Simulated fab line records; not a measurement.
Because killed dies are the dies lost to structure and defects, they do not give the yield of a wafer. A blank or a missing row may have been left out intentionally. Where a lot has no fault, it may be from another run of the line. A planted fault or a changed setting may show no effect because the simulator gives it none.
What tool caused it? | flow nand harc | 14 lots, 42 wafers sampled, at 4 steps of a route of 1302

== WHAT THE GAUGES SHOWED, per wafer ==
NHARC_THIN_TSV_CD_MEAS_16. Usual: 1000.1 nm for cd nm, sd 1.7.
lot  | measured     | on        | cd nm (nm)           | flag
L945 | day 23 15:19 | cd sem-01 | 997.0 999.6 998.4    |
L944 | day 23 17:38 | cd sem-01 | 999.0 1000.6 1003.8  |
L948 | day 25 09:59 | cd sem-02 | 996.9 996.2 998.2    |
L947 | day 25 11:11 | cd sem-03 | 1001.6 1000.3 1002.3 |
L949 | day 26 02:57 | cd sem-02 | 1000.9 999.2 997.7   |
L951 | day 27 01:25 | cd sem-02 | 1001.3 999.5 999.9   |
L952 | day 27 07:40 | cd sem-03 | 998.9 1001.4 1000.2  |
L960 | day 30 03:05 | cd sem-01 | 1001.4 1002.8 997.7  |
L959 | day 30 04:20 | cd sem-01 | 1000.4 1001.5 1002.3 |
L961 | day 30 14:35 | cd sem-01 | 1001.3 1000.7 997.9  |
L964 | day 31 13:45 | cd sem-01 | 1001.5 1002.4 999.1  |
L962 | day 31 12:38 | cd sem-01 | 998.3 997.4 997.8    |
L963 | day 32 17:14 | cd sem-02 | 1000.6 1000.4 1001.3 |
L967 | day 33 10:31 | cd sem-02 | 996.8 999.5 999.4    |

NHARC_END_SORT_01. Usual: for defect limited yield, 90.2 % with a standard deviation of 2.3; for killed at array, 62 with a standard deviation of 15; for killed at other, 0.8 with a standard deviation of 1; for killed at periphery, 3.7 with a standard deviation of 2.6; for killed dies, 66 with a standard deviation of 15; for killed open, 3.1 with a standard deviation of 1.8; for killed short, 2.6 with a standard deviation of 1.7.
lot  | measured     | on        | defect limited yield (%) | killed at array | killed at other | killed at periphery | killed dies | killed open | killed short | flag
L951 | day 27 15:35 | prober-02 | 15.8 17.6 14.5           | 568 557 579     | 1 0 0           | 1 1 0               | 570 558 579 | 2 1 0       | 0 1 0        | OFF
L952 | day 27 23:36 | prober-01 | 12.7 13.9 13.9           | 591 578 580     | 0 0 0           | 0 5 3               | 591 583 583 | 1 3 4       | 1 1 2        | OFF
L960 | day 30 17:49 | prober-02 | 90.1                     | 61              | 1               | 5                   | 67          | 7           | 5            |
L962 | day 32 03:33 | prober-02 | 91.6 90.7                | 54 61           | 0 0             | 3 2                 | 57 63       | 5 5         | 3 0          |
L963 | day 33 08:45 | prober-02 | 87.0 88.6 87.7           | 83 73 70        | 0 0 0           | 5 4 13              | 88 77 83    | 7 3 2       | 3 2 4        |

== EACH LOT AND THE TOOL THAT RAN IT (in order: tool; ch and the chambers of the sampled wafers; start) ==
lot  | NHARC_A_M0_ECD_22              | NHARC_THIN_TSV_ETCH_44
L945 | ecd cu-01 ch 0,1, day 22 16:55 | rie diel-06 ch 0,3, day 23 14:36
L944 | ecd cu-01 ch 0,1, day 22 18:26 | rie diel-13 ch 0,3, day 23 16:55
L948 | ecd cu-01 ch 0,1, day 24 09:56 | rie diel-13 ch 1,3, day 25 09:17
L947 | ecd cu-01 ch 0,1, day 24 11:31 | rie diel-06 ch 0,1,2, day 25 10:35
L949 | ecd cu-01 ch 0,1, day 25 02:46 | rie diel-13 ch 0,1,2, day 26 02:23
L951 | ecd cu-01 ch 0,1, day 26 01:17 | rie diel-10 ch 0,1,2, day 27 00:43
L952 | ecd cu-01 ch 0,1, day 26 06:05 | rie diel-10 ch 0,2,3, day 27 07:03
L960 | ecd cu-02 ch 0,1, day 29 04:03 | rie diel-10 ch 0,2,3, day 30 02:22
L959 | ecd cu-01 ch 0,1, day 29 05:24 | rie diel-10 ch 0,1, day 30 03:37
L961 | ecd cu-01 ch 0,1, day 29 15:10 | rie diel-10 ch 1,2,3, day 30 13:52
L964 | ecd cu-01 ch 0,1, day 30 12:57 | rie diel-10 ch 0,1,2, day 31 13:09
L962 | ecd cu-01 ch 0,1, day 30 14:59 | rie diel-10 ch 1,2, day 31 11:59
L963 | ecd cu-02 ch 0,1, day 31 17:40 | rie diel-10 ch 0,1,3, day 32 16:37
L967 | ecd cu-01 ch 0, day 32 10:34   | rie diel-06 ch 0,2,3, day 33 09:48
- NHARC_A_M0_ECD_22: material Cu, target thk 400 nm.
- NHARC_THIN_TSV_ETCH_44: etches the open film in CF4/O2, target depth 1594.2 nm, time 797.1 s.

== AS READ BY THE TOOLS THEMSELVES (means over the sampled wafers that have a number; for cases with no such wafer, the mark the record gives instead) ==
NHARC_A_M0_ECD_22. Usual: 6.0 % for bath heat duty pct, sd 0.55.
lot  | tool      | bath heat duty pct (%) | flag
L945 | ecd cu-01 | 6.1                    |
L944 | ecd cu-01 | 6.4                    |
L948 | ecd cu-01 | 5.9                    |
L947 | ecd cu-01 | 6.4                    |
L949 | ecd cu-01 | 6.3                    |
L951 | ecd cu-01 | 5.9                    |
L952 | ecd cu-01 | 6.5                    |
L960 | ecd cu-02 | 5.4                    |
L959 | ecd cu-01 | 5.9                    |
L961 | ecd cu-01 | 5.5                    |
L964 | ecd cu-01 | 6.2                    |
L962 | ecd cu-01 | 6.1                    |
L963 | ecd cu-02 | 5.9                    |
L967 | ecd cu-01 | 5.1                    |

NHARC_THIN_TSV_ETCH_44. Usual: cf4 flow sccm 150.0 sccm, standard deviation 0.42; drypump motor current A 5.8 A, standard deviation 0.39; oes product au 0.998 a.u., standard deviation 0.01; rf vpp V 796 V, standard deviation 4; showerhead plenum p Torr 1.86 Torr, standard deviation 0.064; throttle valve pct 16.915 %, standard deviation 0.0091.
lot  | tool        | cf4 flow sccm (sccm) | drypump motor current A (A) | oes product au (a.u.) | rf vpp V (V) | showerhead plenum p Torr (Torr) | throttle valve pct (%) | flag
L945 | rie diel-06 | 150.1                | 6.0                         | 1.010                 | 797          | 1.87                            | 16.912                 |
L944 | rie diel-13 | 149.6                | 5.8                         | 0.988                 | 793          | 1.81                            | 16.916                 |
L948 | rie diel-13 | 150.3                | 5.4                         | 0.994                 | 798          | 1.89                            | 16.919                 |
L947 | rie diel-06 | 150.1                | 6.0                         | 1.014                 | 796          | 1.87                            | 16.917                 |
L949 | rie diel-13 | 150.0                | 5.7                         | 0.983                 | 797          | 1.86                            | 16.922                 |
L951 | rie diel-10 | 149.8                | 5.8                         | 1.000                 | 795          | 1.84                            | 16.906                 |
L952 | rie diel-10 | 150.1                | 5.7                         | 1.002                 | 795          | 1.84                            | 16.923                 |
L960 | rie diel-10 | 150.3                | 5.8                         | 1.003                 | 795          | 1.84                            | 16.920                 |
L959 | rie diel-10 | 150.0                | 5.9                         | 1.008                 | 798          | 1.88                            | 16.914                 |
L961 | rie diel-10 | 150.0                | 6.0                         | 0.993                 | 794          | 1.82                            | 16.907                 |
L964 | rie diel-10 | 150.3                | 5.8                         | 0.998                 | 794          | 1.84                            | 16.911                 |
L962 | rie diel-10 | 149.9                | 6.1                         | 1.004                 | 793          | 1.81                            | 16.907                 |
L963 | rie diel-10 | 150.5                | 5.8                         | 0.990                 | 797          | 1.89                            | 16.918                 |
L967 | rie diel-06 | 149.9                | 6.2                         | 1.006                 | 796          | 1.85                            | 16.914                 |

== THE ANSWER, worked out from the rows above alone ==
Rule: lot off if the mean of its wafers having a number is beyond 3 standard deviations from the usual mean. Also off: a lot with no number at a reading for which 4 or more lots have one. The other lots that the step has rows for count as sound. First the gauges in route order, then the tools' own readings, where a lot's mean is used as printed above. At the first step where some lot is off, the reading lying furthest off is the one used; lots without a number count as furthest.
Off: L951, L952 (NHARC_END_SORT_01, killed at array). Neither off nor sound, because the step has no rows for them: L945, L944, L948, L947, L949, L959, L961, L964, L967.
If a tool, at a process step before that reading, ran all the lots that are off and no sound lot after the first of them, it fits. Gauges at NHARC_END_SORT_01: tried the same way as those tools. Of those tried, none fits.

== WHAT THE SIMULATOR HAD INSERTED ==
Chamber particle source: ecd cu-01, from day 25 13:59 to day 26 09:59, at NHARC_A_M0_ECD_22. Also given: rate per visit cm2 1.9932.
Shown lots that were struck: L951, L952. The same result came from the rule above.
